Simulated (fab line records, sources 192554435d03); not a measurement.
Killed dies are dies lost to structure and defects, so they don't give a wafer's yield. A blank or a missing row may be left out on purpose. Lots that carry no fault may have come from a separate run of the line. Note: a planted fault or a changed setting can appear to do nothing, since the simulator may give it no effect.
Tool commonality check || flow n5-finfet || Sample size 10 lots and 30 wafers

== REASON FOR OPENING ==
Of 10 lots, 3 have the reading M2_ILD_THK flagged at N5_BEOL_M2_THK_MEAS_01. No-fault wafers: 78.8 nm, standard deviation 1.1.
Rule: a lot is flagged in two cases, either no wafer of it has a number, or all its wafers with numbers fall more than 4 standard deviations from that mean. As for the other lots, they are considered sound.

{"lot": "L612", "measured": "day 7 08:13", "on": "film-metro-01", "M2_ILD_THK (nm), wafer by wafer": "77.3 77.6 78.8", "flag": ""}
{"lot": "L615", "measured": "day 7 18:14", "on": "film-metro-02", "M2_ILD_THK (nm), wafer by wafer": "77.5 79.5 78.4", "flag": ""}
{"lot": "L616", "measured": "day 8 02:37", "on": "film-metro-01", "M2_ILD_THK (nm), wafer by wafer": "155.7 155.2 158.1", "flag": "FLAGGED"}
{"lot": "L620", "measured": "day 8 23:13", "on": "film-metro-01", "M2_ILD_THK (nm), wafer by wafer": "78.3 79.1 78.3", "flag": ""}
{"lot": "L621", "measured": "day 9 22:05", "on": "film-metro-02", "M2_ILD_THK (nm), wafer by wafer": "155.1 157.9 158.5", "flag": "FLAGGED"}
{"lot": "L624", "measured": "day 10 01:34", "on": "film-metro-01", "M2_ILD_THK (nm), wafer by wafer": "157.0 157.8 157.9", "flag": "FLAGGED"}
{"lot": "L626", "measured": "day 10 14:54", "on": "film-metro-02", "M2_ILD_THK (nm), wafer by wafer": "77.6 76.6 77.5", "flag": ""}
{"lot": "L628", "measured": "day 10 22:59", "on": "film-metro-01", "M2_ILD_THK (nm), wafer by wafer": "77.1 78.6 79.1", "flag": ""}
{"lot": "L627", "measured": "day 11 01:37", "on": "film-metro-01", "M2_ILD_THK (nm), wafer by wafer": "77.7 80.3 78.3", "flag": ""}
{"lot": "L629", "measured": "day 11 07:34", "on": "film-metro-01", "M2_ILD_THK (nm), wafer by wafer": "77.5 78.5 79.2", "flag": ""}
The mean of the flagged lots' numbers is 157.0 nm, +78.2 nm from the usual (+71 standard deviations).

== WHICH TOOL EACH LOT WENT THROUGH ==
Before the reading, the record contains 3 process steps out of a 1938-step route. Each cell gives the tool, then ch followed by the chambers the sampled wafers passed through, then the start.
{"lot": "L612", "flag": "", "N5_BEOL_M1_SPUTTER_92": "pvd-sputter-01, day 7 06:16", "N5_BEOL_M1_SPUTTER_94": "pvd-sputter-01, day 7 06:29", "N5_BEOL_M2_ILD_DEP_00": "pecvd-03 ch 0,1,2, day 7 08:09"}
{"lot": "L615", "flag": "", "N5_BEOL_M1_SPUTTER_92": "pvd-sputter-01, day 7 16:37", "N5_BEOL_M1_SPUTTER_94": "pvd-sputter-01, day 7 16:50", "N5_BEOL_M2_ILD_DEP_00": "pecvd-01 ch 1,2, day 7 18:10"}
{"lot": "L616", "flag": "FLAGGED", "N5_BEOL_M1_SPUTTER_92": "pvd-sputter-02, day 8 00:42", "N5_BEOL_M1_SPUTTER_94": "pvd-sputter-02, day 8 00:55", "N5_BEOL_M2_ILD_DEP_00": "pecvd-03 ch 0,2, day 8 02:18"}
{"lot": "L620", "flag": "", "N5_BEOL_M1_SPUTTER_92": "pvd-sputter-01, day 8 21:19", "N5_BEOL_M1_SPUTTER_94": "pvd-sputter-01, day 8 21:32", "N5_BEOL_M2_ILD_DEP_00": "pecvd-03 ch 1,2, day 8 23:09"}
{"lot": "L621", "flag": "FLAGGED", "N5_BEOL_M1_SPUTTER_92": "pvd-sputter-02, day 9 20:13", "N5_BEOL_M1_SPUTTER_94": "pvd-sputter-02, day 9 20:26", "N5_BEOL_M2_ILD_DEP_00": "pecvd-03 ch 0,1, day 9 21:46"}
{"lot": "L624", "flag": "FLAGGED", "N5_BEOL_M1_SPUTTER_92": "pvd-sputter-01, day 9 23:33", "N5_BEOL_M1_SPUTTER_94": "pvd-sputter-01, day 9 23:46", "N5_BEOL_M2_ILD_DEP_00": "pecvd-02 ch 0,1, day 10 01:06"}
{"lot": "L626", "flag": "", "N5_BEOL_M1_SPUTTER_92": "pvd-sputter-03, day 10 13:06", "N5_BEOL_M1_SPUTTER_94": "pvd-sputter-03, day 10 13:19", "N5_BEOL_M2_ILD_DEP_00": "pecvd-03 ch 0,1,2, day 10 14:50"}
{"lot": "L628", "flag": "", "N5_BEOL_M1_SPUTTER_92": "pvd-sputter-01, day 10 20:59", "N5_BEOL_M1_SPUTTER_94": "pvd-sputter-01, day 10 21:12", "N5_BEOL_M2_ILD_DEP_00": "pecvd-03 ch 0,1,2, day 10 22:55"}
{"lot": "L627", "flag": "", "N5_BEOL_M1_SPUTTER_92": "pvd-sputter-01, day 11 00:00", "N5_BEOL_M1_SPUTTER_94": "pvd-sputter-01, day 11 00:13", "N5_BEOL_M2_ILD_DEP_00": "pecvd-03 ch 1,2, day 11 01:33"}
{"lot": "L629", "flag": "", "N5_BEOL_M1_SPUTTER_92": "pvd-sputter-02, day 11 05:57", "N5_BEOL_M1_SPUTTER_94": "pvd-sputter-02, day 11 06:10", "N5_BEOL_M2_ILD_DEP_00": "pecvd-02 ch 0,1,2, day 11 07:30"}
What the steps here do:
- N5_BEOL_M1_SPUTTER_92: material Cu, target thk 4.5 nm, time 8.29 s.
- N5_BEOL_M1_SPUTTER_94: material Cu, target thk 4.5 nm, time 8.29 s.
- N5_BEOL_M2_ILD_DEP_00: deposits SiOC from DEMS/O2, target thk 79 nm, time 15.3 s.
- N5_BEOL_M2_THK_MEAS_01

== FLAGGED AGAINST TOTAL, ONE TOOL AT A TIME (gauges that did the reading follow at the end) ==
{"step": "N5_BEOL_M1_SPUTTER_92", "tool": "pvd-sputter-01", "lots run": 6, "flagged": 1, "share of the flagged lots": "some", "sound lots run after its first flagged lot": "2 (L628,L627)"}
{"step": "N5_BEOL_M1_SPUTTER_92", "tool": "pvd-sputter-02", "lots run": 3, "flagged": 2, "share of the flagged lots": "some", "sound lots run after its first flagged lot": "1 (L629)"}
{"step": "N5_BEOL_M1_SPUTTER_92", "tool": "pvd-sputter-03", "lots run": 1, "flagged": 0, "share of the flagged lots": "none", "sound lots run after its first flagged lot": "-"}
{"step": "N5_BEOL_M1_SPUTTER_94", "tool": "pvd-sputter-01", "lots run": 6, "flagged": 1, "share of the flagged lots": "some", "sound lots run after its first flagged lot": "2 (L628,L627)"}
{"step": "N5_BEOL_M1_SPUTTER_94", "tool": "pvd-sputter-02", "lots run": 3, "flagged": 2, "share of the flagged lots": "some", "sound lots run after its first flagged lot": "1 (L629)"}
{"step": "N5_BEOL_M1_SPUTTER_94", "tool": "pvd-sputter-03", "lots run": 1, "flagged": 0, "share of the flagged lots": "none", "sound lots run after its first flagged lot": "-"}
{"step": "N5_BEOL_M2_ILD_DEP_00", "tool": "pecvd-01", "lots run": 1, "flagged": 0, "share of the flagged lots": "none", "sound lots run after its first flagged lot": "-"}
{"step": "N5_BEOL_M2_ILD_DEP_00", "tool": "pecvd-02", "lots run": 2, "flagged": 1, "share of the flagged lots": "some", "sound lots run after its first flagged lot": "1 (L629)"}
{"step": "N5_BEOL_M2_ILD_DEP_00", "tool": "pecvd-03", "lots run": 7, "flagged": 2, "share of the flagged lots": "some", "sound lots run after its first flagged lot": "4 (L620,L626,L628,L627)"}
{"step": "N5_BEOL_M2_THK_MEAS_01", "tool": "film-metro-01", "lots run": 7, "flagged": 2, "share of the flagged lots": "some", "sound lots run after its first flagged lot": "4 (L620,L628,L627,L629)"}
{"step": "N5_BEOL_M2_THK_MEAS_01", "tool": "film-metro-02", "lots run": 3, "flagged": 1, "share of the flagged lots": "some", "sound lots run after its first flagged lot": "1 (L626)"}

== WHAT IS ALLOWED BY THE TABLE ==
No row of the table ran every flagged lot.

== WHAT WAS PUT IN BY THE SIMULATOR ==
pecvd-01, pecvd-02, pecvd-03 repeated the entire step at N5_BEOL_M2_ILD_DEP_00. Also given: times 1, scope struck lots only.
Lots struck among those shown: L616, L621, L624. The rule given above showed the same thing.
